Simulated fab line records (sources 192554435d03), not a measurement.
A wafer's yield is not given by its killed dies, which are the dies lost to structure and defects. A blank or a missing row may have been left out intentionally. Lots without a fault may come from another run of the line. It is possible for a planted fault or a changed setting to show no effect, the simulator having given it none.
Matching of chambers ; flow n5 finfet ; N5_BEOL_M9_ETCH_76 on rie diel-03 has 4 sister chambers
The step etches underlayer in N2/H2, target depth 6.5 nm, time 5.2 s. 4 wafers are shown with their chamber, then 7 later ones without.

WAFERS, EACH WITH ITS CHAMBER
wafer;chamber;showerhead plenum p Torr (Torr)
L084.5;2;2.52
L086.5;1;2.32
L088.1;0;2.50
L088.2;3;2.50

WAFERS MISSING THEIR CHAMBER
wafer;showerhead plenum p Torr (Torr)
L088.5;2.50
L089.1;2.50
L089.2;2.50
L089.5;2.52
L095.2;2.51
L095.5;2.51
L095.6;2.50

EACH ONE'S CHAMBER
wafer;from the rows above;in truth
L088.5;can't be placed: 0 or 3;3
L089.1;can't be placed: 0 or 3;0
L089.2;can't be placed: 0 or 3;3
L089.5;2;2
L095.2;can't be placed: 0 or 3 or 2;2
L095.5;can't be placed: 0 or 3 or 2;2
L095.6;can't be placed: 0 or 3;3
Placed correctly: 1 of 7. Can't be placed from these rows: 6 (the true chamber is among the candidates in 6). Number placed wrongly: 0.
How it was worked out, from the rows above alone: a wafer's distance from a chamber is the root of the sum, over the readings, of the square of ((its reading less the chamber's mean) divided by the reading's scatter). If the next closest chamber is less than 2 further off than the closest, the wafer can't be placed; otherwise it belongs to the closest. The mean given for a chamber averages the wafers shown for that chamber. The scatter: root of mean squared gap, hidden wafer to nearest shown wafer, with one shown wafer a chamber.
